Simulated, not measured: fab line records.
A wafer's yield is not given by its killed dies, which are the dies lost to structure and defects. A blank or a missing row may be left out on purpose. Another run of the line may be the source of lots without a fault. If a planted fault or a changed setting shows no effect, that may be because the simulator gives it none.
Which tool is to blame?	flow n5 finfet	Sampling: 7 lots, 21 wafers, 2 of 1938 route steps

WHAT EACH GAUGE READ, for each wafer
N5_BEOL_M14_INSPECT_55: inspects for defects (darkfield).
lot	measured	on	raw defect count
L169	day 11 12:54	defect inspect-02	125 91 82
L174	day 12 02:08	defect inspect-01	60 98 81
L177	day 12 21:50	defect inspect-01	47 51 91
L179	day 13 21:07	defect inspect-01	56 73 98
L186	day 15 17:34	defect inspect-01	46 43 74
L187	day 16 10:48	defect inspect-02	48 127 63
L191	day 16 23:38	defect inspect-01	83 45 103

EACH LOT AND THE TOOL THAT RAN IT (in order: tool; ch and the chambers of the sampled wafers; start)
lot	N5_BEOL_M14_ETCH_38
L169	rie diel-06 ch 0,1,3, day 11 12:54 or earlier
L174	rie diel-05 ch 0,1,3, day 12 02:08 or earlier
L177	rie diel-06 ch 0,1, day 12 21:50 or earlier
L179	rie diel-06 ch 0,2, day 13 21:07 or earlier
L186	rie diel-02 ch 1,2, day 15 17:34 or earlier
L187	rie diel-06 ch 1,2,3, day 16 10:48 or earlier
L191	rie diel-02 ch 0,1,3, day 16 23:38 or earlier
- N5_BEOL_M14_ETCH_38: etches SiCN in CF4/N2, target depth 106.5 nm, time 120.6 s.

THE ANSWER, worked out from the rows above alone
Rule: the lots themselves supply what counts as usual. Put in order of their means at a reading, lots are off if they are a third of the lots or fewer, leave a main group of 4 or more, and stand apart from it by a gap of 3 or more times the standard deviation of the main group's means; of several such gaps the widest counts. A main group whose means are all the same, to the digits that the tables above print for the reading, isn't used. A lot without any number at a reading at which 4 lots or more have one is off too. All remaining lots with rows at the step are treated as sound.
None of the lots is off at any reading shown; this tells nothing.

WHAT THE SIMULATOR HAD INSERTED
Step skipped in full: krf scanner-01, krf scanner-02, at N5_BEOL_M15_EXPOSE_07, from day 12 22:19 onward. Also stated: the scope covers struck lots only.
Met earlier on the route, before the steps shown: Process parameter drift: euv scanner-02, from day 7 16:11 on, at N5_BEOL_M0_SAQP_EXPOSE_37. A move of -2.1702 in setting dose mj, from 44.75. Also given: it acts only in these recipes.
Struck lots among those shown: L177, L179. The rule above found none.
